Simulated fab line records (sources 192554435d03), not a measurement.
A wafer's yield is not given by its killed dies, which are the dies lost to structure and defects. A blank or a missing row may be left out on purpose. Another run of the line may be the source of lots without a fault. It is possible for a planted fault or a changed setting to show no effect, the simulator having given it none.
Which tool did it? || flow n5Finfet || 27 wafers from 10 lots sampled at 4 of the route's 1938 steps

WHAT EACH GAUGE READ, for each wafer
N5_PASSIVATION_CD_MEAS_44 targets a cd of 40000 nm.
{"lot": "L889", "measured": "day 12 21:23", "on": "cdSem-03", "cdNm (nm)": "40000 39997 40002"}
{"lot": "L890", "measured": "day 12 21:34", "on": "cdSem-02", "cdNm (nm)": "40001 40009 40003"}
{"lot": "L892", "measured": "day 12 20:41", "on": "cdSem-01", "cdNm (nm)": "40001 40002 40000"}
{"lot": "L895", "measured": "day 14 08:38", "on": "cdSem-01", "cdNm (nm)": "40009 40079"}
{"lot": "L897", "measured": "day 14 13:10", "on": "cdSem-02", "cdNm (nm)": "40006 40074"}
{"lot": "L898", "measured": "day 14 21:40", "on": "cdSem-02", "cdNm (nm)": "39997 40072"}
{"lot": "L902", "measured": "day 15 20:04", "on": "cdSem-03", "cdNm (nm)": "39996 40002 40002"}
{"lot": "L903", "measured": "day 17 09:26", "on": "cdSem-03", "cdNm (nm)": "40002 39997 39998"}
{"lot": "L907", "measured": "day 17 08:43", "on": "cdSem-02", "cdNm (nm)": "40008 39997 40002"}
{"lot": "L911", "measured": "day 18 12:07", "on": "cdSem-01", "cdNm (nm)": "40005 40000 40008"}

EACH LOT AND THE TOOL THAT RAN IT (in order: tool; ch and the chambers of the sampled wafers; start)
{"lot": "L889", "N5_MIM_TOP_LITHO_DESCUM_10": "rieDiel-06 ch 0,1,2, day 12 12:03", "N5_MIM_BOT_ETCH_ETCH_00": "rieMetal-03 ch 1, day 12 13:10", "N5_PASSIVATION_EXPOSE_41": "krfScanner-02 ch 0, day 12 21:13"}
{"lot": "L890", "N5_MIM_TOP_LITHO_DESCUM_10": "rieDiel-06 ch 0,1, day 12 12:17", "N5_MIM_BOT_ETCH_ETCH_00": "rieMetal-03 ch 1, day 12 13:33", "N5_PASSIVATION_EXPOSE_41": "krfScanner-01 ch 0, day 12 21:23"}
{"lot": "L892", "N5_MIM_TOP_LITHO_DESCUM_10": "rieDiel-06 ch 2,3, day 12 13:09", "N5_MIM_BOT_ETCH_ETCH_00": "rieMetal-01 ch 0,1, day 12 14:16", "N5_PASSIVATION_EXPOSE_41": "krfScanner-01 ch 0, day 12 20:31"}
{"lot": "L895", "N5_MIM_TOP_LITHO_DESCUM_10": "rieDiel-02 ch 0,2, day 14 00:07", "N5_MIM_BOT_ETCH_ETCH_00": "rieMetal-01 ch 0,1, day 14 01:38", "N5_PASSIVATION_EXPOSE_41": "krfScanner-01 ch 0, day 14 08:28"}
{"lot": "L897", "N5_MIM_TOP_LITHO_DESCUM_10": "rieDiel-02 ch 0,2, day 14 07:26", "N5_MIM_BOT_ETCH_ETCH_00": "rieMetal-01 ch 0, day 14 08:30", "N5_PASSIVATION_EXPOSE_41": "krfScanner-01 ch 0, day 14 13:00"}
{"lot": "L898", "N5_MIM_TOP_LITHO_DESCUM_10": "rieDiel-06 ch 0, day 14 14:46", "N5_MIM_BOT_ETCH_ETCH_00": "rieMetal-02 ch 0, day 14 15:54", "N5_PASSIVATION_EXPOSE_41": "krfScanner-01 ch 0, day 14 21:29"}
{"lot": "L902", "N5_MIM_TOP_LITHO_DESCUM_10": "rieDiel-06 ch 0,2,3, day 15 12:18", "N5_MIM_BOT_ETCH_ETCH_00": "rieMetal-03 ch 0,1, day 15 13:26", "N5_PASSIVATION_EXPOSE_41": "krfScanner-02 ch 0, day 15 19:53"}
{"lot": "L903", "N5_MIM_TOP_LITHO_DESCUM_10": "rieDiel-06 ch 0,1, day 17 01:05", "N5_MIM_BOT_ETCH_ETCH_00": "rieMetal-03 ch 0,1, day 17 02:20", "N5_PASSIVATION_EXPOSE_41": "krfScanner-01 ch 0, day 17 09:14"}
{"lot": "L907", "N5_MIM_TOP_LITHO_DESCUM_10": "rieDiel-06 ch 0,1,2, day 17 01:11", "N5_MIM_BOT_ETCH_ETCH_00": "rieMetal-01 ch 0,1, day 17 02:29", "N5_PASSIVATION_EXPOSE_41": "krfScanner-01 ch 0, day 17 08:32"}
{"lot": "L911", "N5_MIM_TOP_LITHO_DESCUM_10": "rieDiel-01 ch 0,1,2, day 18 05:35", "N5_MIM_BOT_ETCH_ETCH_00": "rieMetal-03 ch 0,1, day 18 06:43", "N5_PASSIVATION_EXPOSE_41": "krfScanner-01 ch 0, day 18 11:56"}
- N5_MIM_TOP_LITHO_DESCUM_10: chemistry O2, time 7.9 s.
- N5_MIM_BOT_ETCH_ETCH_00: etches TiN in Cl2/BCl3, target depth 45.5 nm.
- N5_PASSIVATION_EXPOSE_41: exposes mask PASS OPEN, defocus 0 nm, target cd 40000 nm.

WHAT THE TOOLS THEMSELVES READ (means of the sampled wafers that have a number; where no wafer has one, the mark that the record gives instead)
N5_MIM_TOP_LITHO_DESCUM_10.
{"lot": "L889", "tool": "rieDiel-06", "drypumpMotorCurrentA (A)": 5.3, "oesProductAu (a.u.)": 0.83, "rfVppV (V)": 243.8, "showerheadPlenumPTorr (Torr)": 2.14, "throttleValvePct (%)": 20.45}
{"lot": "L890", "tool": "rieDiel-06", "drypumpMotorCurrentA (A)": 5.1, "oesProductAu (a.u.)": 0.80, "rfVppV (V)": 243.6, "showerheadPlenumPTorr (Torr)": 2.14, "throttleValvePct (%)": 20.28}
{"lot": "L892", "tool": "rieDiel-06", "drypumpMotorCurrentA (A)": 5.4, "oesProductAu (a.u.)": 0.85, "rfVppV (V)": 242.2, "showerheadPlenumPTorr (Torr)": 2.07, "throttleValvePct (%)": 20.31}
{"lot": "L895", "tool": "rieDiel-02", "drypumpMotorCurrentA (A)": 5.5, "oesProductAu (a.u.)": 0.78, "rfVppV (V)": 242.7, "showerheadPlenumPTorr (Torr)": 2.10, "throttleValvePct (%)": 20.49}
{"lot": "L897", "tool": "rieDiel-02", "drypumpMotorCurrentA (A)": 5.5, "oesProductAu (a.u.)": 0.77, "rfVppV (V)": 242.6, "showerheadPlenumPTorr (Torr)": 2.10, "throttleValvePct (%)": 20.51}
{"lot": "L898", "tool": "rieDiel-06", "drypumpMotorCurrentA (A)": 5.5, "oesProductAu (a.u.)": 0.88, "rfVppV (V)": 244.8, "showerheadPlenumPTorr (Torr)": 2.23, "throttleValvePct (%)": 20.37}
{"lot": "L902", "tool": "rieDiel-06", "drypumpMotorCurrentA (A)": 5.4, "oesProductAu (a.u.)": 0.82, "rfVppV (V)": 245.2, "showerheadPlenumPTorr (Torr)": 2.12, "throttleValvePct (%)": 20.43}
{"lot": "L903", "tool": "rieDiel-06", "drypumpMotorCurrentA (A)": 5.1, "oesProductAu (a.u.)": 0.77, "rfVppV (V)": 243.4, "showerheadPlenumPTorr (Torr)": 2.13, "throttleValvePct (%)": 20.34}
{"lot": "L907", "tool": "rieDiel-06", "drypumpMotorCurrentA (A)": 5.3, "oesProductAu (a.u.)": 0.78, "rfVppV (V)": 243.7, "showerheadPlenumPTorr (Torr)": 2.13, "throttleValvePct (%)": 20.50}
{"lot": "L911", "tool": "rieDiel-01", "drypumpMotorCurrentA (A)": 5.9, "oesProductAu (a.u.)": 0.79, "rfVppV (V)": 241.6, "showerheadPlenumPTorr (Torr)": 2.04, "throttleValvePct (%)": 20.33}

N5_MIM_BOT_ETCH_ETCH_00.
{"lot": "L889", "tool": "rieMetal-03", "bcl3FlowSccm (sccm)": 21.69, "drypumpMotorCurrentA (A)": 5.7, "oes_ar_750_au (a.u.)": 0.86, "oesProductAu (a.u.)": 0.88, "throttleValvePct (%)": 22.08}
{"lot": "L890", "tool": "rieMetal-03", "bcl3FlowSccm (sccm)": 21.75, "drypumpMotorCurrentA (A)": 5.7, "oes_ar_750_au (a.u.)": 0.86, "oesProductAu (a.u.)": 0.89, "throttleValvePct (%)": 22.08}
{"lot": "L892", "tool": "rieMetal-01", "bcl3FlowSccm (sccm)": 21.77, "drypumpMotorCurrentA (A)": 6.0, "oes_ar_750_au (a.u.)": 0.76, "oesProductAu (a.u.)": 0.74, "throttleValvePct (%)": 21.81}
{"lot": "L895", "tool": "rieMetal-01", "bcl3FlowSccm (sccm)": 21.70, "drypumpMotorCurrentA (A)": 5.8, "oes_ar_750_au (a.u.)": 0.78, "oesProductAu (a.u.)": 0.77, "throttleValvePct (%)": 21.80}
{"lot": "L897", "tool": "rieMetal-01", "bcl3FlowSccm (sccm)": 21.76, "drypumpMotorCurrentA (A)": 5.3, "oes_ar_750_au (a.u.)": 0.88, "oesProductAu (a.u.)": 0.88, "throttleValvePct (%)": 21.71}
{"lot": "L898", "tool": "rieMetal-02", "bcl3FlowSccm (sccm)": 21.78, "drypumpMotorCurrentA (A)": 5.8, "oes_ar_750_au (a.u.)": 0.69, "oesProductAu (a.u.)": 0.68, "throttleValvePct (%)": 21.79}
{"lot": "L902", "tool": "rieMetal-03", "bcl3FlowSccm (sccm)": 21.83, "drypumpMotorCurrentA (A)": 5.9, "oes_ar_750_au (a.u.)": 0.80, "oesProductAu (a.u.)": 0.82, "throttleValvePct (%)": 22.09}
{"lot": "L903", "tool": "rieMetal-03", "bcl3FlowSccm (sccm)": 21.73, "drypumpMotorCurrentA (A)": 6.0, "oes_ar_750_au (a.u.)": 0.77, "oesProductAu (a.u.)": 0.78, "throttleValvePct (%)": 22.10}
{"lot": "L907", "tool": "rieMetal-01", "bcl3FlowSccm (sccm)": 21.82, "drypumpMotorCurrentA (A)": 5.6, "oes_ar_750_au (a.u.)": 0.90, "oesProductAu (a.u.)": 0.90, "throttleValvePct (%)": 21.69}
{"lot": "L911", "tool": "rieMetal-03", "bcl3FlowSccm (sccm)": 21.81, "drypumpMotorCurrentA (A)": 6.0, "oes_ar_750_au (a.u.)": 0.75, "oesProductAu (a.u.)": 0.76, "throttleValvePct (%)": 22.11}

N5_PASSIVATION_EXPOSE_41.
{"lot": "L889", "tool": "krfScanner-02", "exposureDoseMJCm2": 57.28}
{"lot": "L890", "tool": "krfScanner-01", "exposureDoseMJCm2": 57.27}
{"lot": "L892", "tool": "krfScanner-01", "exposureDoseMJCm2": 57.25}
{"lot": "L895", "tool": "krfScanner-01", "exposureDoseMJCm2": 57.27}
{"lot": "L897", "tool": "krfScanner-01", "exposureDoseMJCm2": 57.27}
{"lot": "L898", "tool": "krfScanner-01", "exposureDoseMJCm2": 57.20}
{"lot": "L902", "tool": "krfScanner-02", "exposureDoseMJCm2": 57.25}
{"lot": "L903", "tool": "krfScanner-01", "exposureDoseMJCm2": 57.30}
{"lot": "L907", "tool": "krfScanner-01", "exposureDoseMJCm2": 57.19}
{"lot": "L911", "tool": "krfScanner-01", "exposureDoseMJCm2": 57.32}

THE ANSWER, worked out from the rows above alone
Rule: usual is defined by the lots themselves. Put in order of their means at a reading, lots are off if they are a third of the lots or fewer, leave a main group of 4 or more, and stand apart from it by a gap of 3 or more times the standard deviation of the main group's means; of several such gaps the widest counts. The tables above print the reading to a certain number of digits; a main group whose means all agree to those digits is not used. A lot without any number at a reading at which 4 lots or more have one is off too. All remaining lots with rows at the step are treated as sound. After the gauges, taken in route order, come the tools' own readings; for these a lot's mean is taken, as printed above. The first step at which some lot is off is used, and at that step the reading that is off furthest; a lot without a number counts as furthest.
Off, at N5_PASSIVATION_CD_MEAS_44 on cdNm: L895, L897, L898. Mean 40002 nm and standard deviation 2 in the main group.
If a tool, at a process step before that reading, ran all the lots that are off and no sound lot after the first of them, it fits. The gauges at N5_PASSIVATION_CD_MEAS_44 are tried like those tools. No candidate that was tried fits.

WHAT HAD BEEN PUT IN BY THE SIMULATOR
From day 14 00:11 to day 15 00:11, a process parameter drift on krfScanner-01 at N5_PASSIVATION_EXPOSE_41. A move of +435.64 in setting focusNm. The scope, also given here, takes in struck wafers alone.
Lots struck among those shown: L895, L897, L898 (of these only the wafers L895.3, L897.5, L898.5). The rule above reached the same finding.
